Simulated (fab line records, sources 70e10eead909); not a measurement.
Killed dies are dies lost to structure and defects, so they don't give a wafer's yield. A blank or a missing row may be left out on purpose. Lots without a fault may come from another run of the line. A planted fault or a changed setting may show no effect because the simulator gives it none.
fab line records | flow nand_harc
record lots=5 wafers=15 last_day=32
route steps=1302 shown P_GATE@192
lots that met no fault: from a run of the same line without faults
start_h: hours from the record's first day to the start of the lot's first wafer shown | wait_h: hours since the lot's step before | " the same as in the row above | L1.1+2: a row that stands for several wafers | - no value, or no start given | * or withheld: withheld | < > ~ a bound
route shown NAME@n: a module of which the file shows steps, and the number in the route of the first | usual: mean/standard deviation of fault-free wafers | same: alike in all rows | chamber/n: place in a boat | sites: the reading at each site | _std_site: their standard deviation | _edge_site: outer sites' mean less inner sites' | radius_mm: how far each site lies from the wafer's centre | mask NAME#n: copy n | behind: the tool/chamber that last shaped the wafer | hold: why the lot was held/for how many hours/how that ended | device: the transistor (n, p or np) that didn't switch | end of line: the same wafers' tests at the end of the route | a step without rows: its recipe alone | killed: dies lost to structure and defects at the first sort, not the wafer's yield | map: a wafer's dies, x killed, . not, _ none there
set.NAME: the setting as run; set.NAME@STEP: as run at that earlier step | model.NAME: the simulator's own value behind a step, which no gauge read
lots at some steps of the route; a table a step, a row a wafer
services: from which hour (start_h, from the record's first day; less than 0 if before it) a tool's chamber was out of use, for how many hours, and why
## steps
# step NHARC_P_GATE_DEHYDRATE_83
# recipe temp_c=150 time_s=120
# columns lot.wafer tool chamber start_h wait_h
L078.3+4+6 litho_track-07 0 164.66 -
L083.1+3+4 litho_track-02 0 203.30 -
L088.2+4+5 litho_track-02 0 259.42 -
L092.1+2+5 litho_track-02 0 292.37 -
L093.2+3+5 litho_track-02 0 299.40 -
# step NHARC_P_GATE_HMDS_84
# recipe time_s=30
# columns lot.wafer tool chamber start_h wait_h
L078.3+4+6 litho_track-07 0 - -
L083.1+3+4 litho_track-02 0 - -
L088.2+4+5 litho_track-02 0 - -
L092.1+2+5 litho_track-02 0 - -
L093.2+3+5 litho_track-02 0 - -
# step NHARC_P_GATE_COAT_85
# recipe spin_rpm=3000
# columns lot.wafer tool chamber start_h wait_h
L078.3+4+6 litho_track-07 0 - -
L083.1+3+4 litho_track-02 0 - -
L088.2+4+5 litho_track-02 0 - -
L092.1+2+5 litho_track-02 0 - -
L093.2+3+5 litho_track-02 0 - -
# step NHARC_P_GATE_SOFTBAKE_86
# recipe temp_c=122 time_s=95
# columns lot.wafer tool chamber start_h wait_h
L078.3+4+6 litho_track-07 0 - -
L083.1+3+4 litho_track-02 0 - -
L088.2+4+5 litho_track-02 0 - -
L092.1+2+5 litho_track-02 0 - -
L093.2+3+5 litho_track-02 0 - -
# step NHARC_P_GATE_EBR_87
# columns lot.wafer tool chamber start_h wait_h
L078.3+4+6 litho_track-07 0 - -
L083.1+3+4 litho_track-02 0 - -
L088.2+4+5 litho_track-02 0 - -
L092.1+2+5 litho_track-02 0 - -
L093.2+3+5 litho_track-02 0 - -
# step NHARC_P_GATE_EXPOSE_88
# recipe na=0.6 target_cd_nm=2000 dose_mj=11.87 mask_id=P_HVN
# usual stage_vel_mm_s=500.01/0.27
# columns lot.wafer tool chamber start_h wait_h mask stage_vel_mm_s
L078.3 krf_scanner-03 0 164.94 - P_HVN#0 500.12
L078.4 " 0 " " P_HVN#0 500.29
L078.6 " 0 " " P_HVN#0 500.21
L083.1 krf_scanner-04 0 203.45 - P_HVN#0 499.89
L083.3 " 0 " " P_HVN#0 499.55
L083.4 " 0 " " P_HVN#0 499.72
L088.2 krf_scanner-04 0 259.57 - P_HVN#0 499.88
L088.4 " 0 " " P_HVN#0 500.07
L088.5 " 0 " " P_HVN#0 500.13
L092.1 krf_scanner-02 0 292.52 - P_HVN#0 500.00
L092.2 " 0 " " P_HVN#0 500.24
L092.5 " 0 " " P_HVN#0 500.06
L093.2 krf_scanner-02 0 299.54 - P_HVN#0 500.38
L093.3 " 0 " " P_HVN#0 500.00
L093.5 " 0 " " P_HVN#0 499.95
# step NHARC_P_GATE_PEB_89
# recipe peb_temp_c=118 peb_time_s=85
# same peb_time_s=85
# columns lot.wafer tool chamber start_h wait_h
L078.3+4+6 litho_track-02 0 164.99 0.1
L083.1+3+4 litho_track-03 0 203.51 0.1
L088.2+4+5 litho_track-07 0 259.63 0.1
L092.1+2+5 litho_track-02 0 292.58 0.1
L093.2+3+5 litho_track-03 0 299.61 0.1
## services
# columns tool chamber start_h hours kind
litho_track-03 - 143.08 - consumable_replace:filter
krf_scanner-04 - 156.51 0.5 repair
krf_scanner-02 0 163.74 - calibration
krf_scanner-04 - 171.61 2.7 repair
krf_scanner-04 - 182.00 4.0 pm
krf_scanner-03 - 224.00 4.0 pm
litho_track-02 - 227.00 7.0 pm
litho_track-07 - 251.00 7.0 pm
krf_scanner-04 0 252.89 - calibration
krf_scanner-03 0 259.91 - calibration
krf_scanner-02 - 266.06 4.0 pm
litho_track-03 - 275.00 7.0 pm
litho_track-03 - 291.47 - consumable_replace:filter
## key
fault none
